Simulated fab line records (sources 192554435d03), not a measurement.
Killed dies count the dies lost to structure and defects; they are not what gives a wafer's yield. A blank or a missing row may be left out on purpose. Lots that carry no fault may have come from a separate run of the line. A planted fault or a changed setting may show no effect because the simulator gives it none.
Chamber matching    flow n5 finfet    3 sister chambers for N5_BEOL_M3_PECVD_72 on pecvd-04
The step deposits SiO2 from TEOS/O2, target thk 16 nm, time 18 s. 16 wafers are shown with their chamber, then 8 later ones without.

## EACH WAFER AND ITS CHAMBER
wafer   chamber  showerhead plenum p Torr (Torr)  throttle valve pct (%)  heater power w (W)
L079.3  1        8.96                             22.5                    711
L079.4  1        8.98                             22.7                    705
L079.6  0        8.76                             22.0                    777
L082.1  0        8.78                             21.8                    728
L082.4  2        8.80                             20.1                    622
L082.5  1        8.96                             22.2                    587
L086.1  1        8.96                             22.5                    699
L086.2  2        8.82                             19.9                    624
L086.4  0        8.78                             22.1                    614
L087.1  0        8.76                             22.3                    761
L087.2  1        8.96                             22.2                    581
L087.6  2        8.79                             20.2                    589
L088.1  0        8.76                             22.3                    720
L088.2  2        8.79                             20.1                    524
L088.3  1        8.97                             22.6                    687
L088.4  0        8.77                             21.9                    707

SIGNATURES, as means of the wafers listed above
reading                   chamber 0  chamber 1  chamber 2  scatter within a chamber
showerhead plenum p Torr  8.7683     8.9650     8.8000     0.0105
throttle valve pct        22.067     22.450     20.075     0.191
heater power w            717.83     661.67     589.75     56.4
Rule: for each reading, subtract the chamber's mean from the wafer's reading, divide by that reading's scatter and square the result; add these up over the readings and take the root, which gives the wafer's distance from the chamber. If the next closest chamber is less than 2 further off than the closest, the wafer can't be placed; otherwise it belongs to the closest. The scatter is the square root of a quotient: the sum, over the shown wafers, of each reading's squared deviation from its chamber's mean, divided by wafers minus chambers.

## WAFERS WITH NO CHAMBER GIVEN
wafer   showerhead plenum p Torr (Torr)  throttle valve pct (%)  heater power w (W)
L088.5  8.79                             19.9                    523
L088.6  8.97                             22.6                    685
L090.2  8.95                             22.5                    690
L090.3  8.77                             20.0                    511
L090.4  8.82                             20.3                    520
L097.4  8.80                             20.0                    535
L097.5  8.75                             22.5                    634
L097.6  8.98                             22.3                    576

## WHICH CHAMBER EACH ONE RAN IN
wafer   from the rows above  in truth
L088.5  2                    2
L088.6  1                    1
L090.2  1                    1
L090.3  2                    2
L090.4  2                    2
L097.4  2                    2
L097.5  0                    0
L097.6  1                    1
Correctly placed: 8 of 8. Left unplaced by these rows: 0. 0 placed wrongly.
